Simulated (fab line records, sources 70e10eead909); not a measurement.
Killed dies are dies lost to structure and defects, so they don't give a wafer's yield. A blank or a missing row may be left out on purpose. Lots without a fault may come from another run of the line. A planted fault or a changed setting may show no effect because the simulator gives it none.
Chamber matching | flow nand_harc | NHARC_A_CHANNEL_FILL_D2_ALD_14 on ald_hk-02: 4 sister chambers
The step deposits SiO2, target thk 2.5 nm, pulse time 10 s, ald cycles 25. 4 wafers are shown with their chamber, then 8 later ones without.

WAFERS WITH THEIR CHAMBER
wafer  | chamber | heater_power_w (W)
L084.1 | 2       | 420
L092.1 | 3       | 527
L092.5 | 1       | 478
L093.4 | 0       | 543

WAFERS WITHOUT THEIR CHAMBER
wafer  | heater_power_w (W)
L093.5 | 545
L093.6 | 530
L095.1 | 406
L095.4 | 538
L095.6 | 525
L096.4 | 539
L096.5 | 412
L096.6 | 529

WHICH CHAMBER EACH WENT THROUGH
wafer  | from the rows above     | in truth
L093.5 | 0                       | 0
L093.6 | can't be placed: 3 or 0 | 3
L095.1 | 2                       | 2
L095.4 | can't be placed: 0 or 3 | 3
L095.6 | 3                       | 3
L096.4 | can't be placed: 0 or 3 | 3
L096.5 | 2                       | 2
L096.6 | can't be placed: 3 or 0 | 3
Placed correctly: 4 of 8. Can't be placed from these rows: 4 (the true chamber is among the candidates in 4). Placed wrongly: 0.
How it was worked out, from the rows above alone: a wafer's distance from a chamber is the root of the sum, over the readings, of the square of ((its reading less the chamber's mean) divided by the reading's scatter). The wafer belongs to the nearest chamber; if the next one is less than 2 further off, it can't be placed. A chamber's mean is the mean of its shown wafers. The scatter: with one shown wafer a chamber, the root of the mean of the squares of how far each hidden wafer lies from its nearest shown one.
